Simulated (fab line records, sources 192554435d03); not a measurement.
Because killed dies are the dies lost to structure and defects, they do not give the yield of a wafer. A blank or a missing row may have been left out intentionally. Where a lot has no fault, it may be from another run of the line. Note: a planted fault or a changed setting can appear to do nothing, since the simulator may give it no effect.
Problem report in the 8D (eight disciplines) form, filled by code | flow n5Finfet | the parts of the form that need people (team, actions taken, sign-off) are left out

1. PROBLEM STATEMENT
N5_BEOL_M4_ETCHBACK_99, oesProductAu: mean 1.01 a.u. over 1 wafer from 1 lot; wafers with no fault: 0.73 a.u., standard deviation 0.063. That is +4.4 standard deviations from the usual mean.
The step: etches SiO2 in CHF3, target depth 5 nm, time 10.4 s.
Earliest sighting: wafer L107.3 on rieDiel-02 at day 12 13:46. Wafers with a number at this step in the record: 15, from 5 lots. The rule behind "out" and "out of limits": a value lying over 4 standard deviations away from the usual mean. The other wafers with a number count as sound.

2. WHAT THIS IS AND IS NOT
question                    | is                         | is not
which readings at this step | oesProductAu, oes_f_703_au | drypumpMotorCurrentA, rfVppV, showerheadPlenumPTorr
which lots                  | L107                       | L110, L111, L990, L998
which wafers of those lots  | L107.3                     | L107.4, L107.6
read on which tools         | rieDiel-02                 | rieDiel-03, rieDiel-06
when                        | from day 12 13:46          | up to then (8 sound wafers); but 6 sound wafers of L110, L111 came after

3. WHAT RULES OUT EACH SUSPECT
Counting: if a tool at a process step up to the reading ran every lot that is out, it stays a suspect. Sound lots after the first of them don't rule it out here, since some wafers of a struck lot are sound.
- rieDiel-03 at N5_BEOL_M4_DESCUM_33 (chemistry O2, time 7 s): kept. It processed L107, the lot that is out, at day 11 21:03, and its most recent sound lot before then was L990 at day 8 05:37.
- rieDiel-03 at N5_BEOL_M4_ETCH_77 (etches underlayer in N2/H2, target depth 6.5 nm, time 5.2 s): kept. It processed L107, the lot that is out, at day 11 21:05, and its most recent sound lot before then was L990 at day 8 05:38.
- rieDiel-03 at N5_BEOL_M4_ETCH_69 (etches SiARC in CF4, target depth 15.6 nm, time 26 s): kept. It processed L107, the lot that is out, at day 11 21:06, and its most recent sound lot before then was L990 at day 8 05:40.
- aldSin-02 at N5_BEOL_M4_ALD_98 (deposits SiO2, target thk 2.5 nm, pulse time 1 s, co reactant pulse time 1 s): kept. It processed L107, the lot that is out, at day 11 21:11, and its most recent sound lot before then was L998 at day 9 22:47.
- rieDiel-02 at N5_BEOL_M4_ETCHBACK_99 (etches SiO2 in CHF3, target depth 5 nm, time 10.4 s): kept. It processed L107, the lot that is out, at day 12 13:46, and its most recent sound lot before then was L990 at day 8 11:00. Out on those wafers are its own readings of oes_f_703_au, oesProductAu.
- At N5_BEOL_M4_ETCHBACK_99, inside rieDiel-02: chamber 2 took the wafers that are out, while their sound lot-mates went through chambers 0, 3.
Left after counting: rieDiel-03 at N5_BEOL_M4_DESCUM_33, rieDiel-03 at N5_BEOL_M4_ETCH_77, rieDiel-03 at N5_BEOL_M4_ETCH_69, aldSin-02 at N5_BEOL_M4_ALD_98, rieDiel-02 at N5_BEOL_M4_ETCHBACK_99.

4. THE CAUSE (what the simulator had put in)
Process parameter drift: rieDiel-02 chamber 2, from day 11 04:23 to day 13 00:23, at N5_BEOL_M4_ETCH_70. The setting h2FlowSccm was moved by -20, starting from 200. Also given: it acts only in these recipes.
This tool is one of the 5 suspects left after counting.

5. THE EFFECT CHAIN, in route order
Each row: a reading whose mean over the struck wafers that have a number lies more than 3 standard deviations from the usual. Only readings whose record carries a usual standard deviation are examined. hours: median over the lots of the time between each lot's start at the first step of this table that gives one and its start at this step. sigmas: the change, counted in usual standard deviations.
hours | step                   | reading          | usual       | on struck wafers | change | sigmas
0     | N5_BEOL_M4_ETCH_70     | h2FlowSccm       | 199.9 sccm  | 180.3            | -19.6  | -31
0     | N5_BEOL_M4_ETCH_70     | oesProductAu     | 0.54 a.u.   | 0.72             | +0.18  | +4.0
0     | N5_BEOL_M4_ETCH_70     | throttleValvePct | 17.94 %     | 16.87            | -1.07  | -4.7
5     | N5_BEOL_M4_RC_MEAS_101 | IOFF_N           | 0.16 nA/um  | 0.28             | +0.12  | +3.3
5     | N5_BEOL_M4_RC_MEAS_101 | SS_N             | 71.5 mV/dec | 73.6             | +2.1   | +3.1
It contains these process steps:
- N5_BEOL_M4_ETCH_70: etches SOC in N2/H2, target depth 80 nm, overetch 24 nm, time 130 s.

6. HOW IT WOULD HAVE BEEN CAUGHT EARLIER
In this record no reading fell out of limits until day 12 13:46, 33 hours after the fault had begun at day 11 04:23.
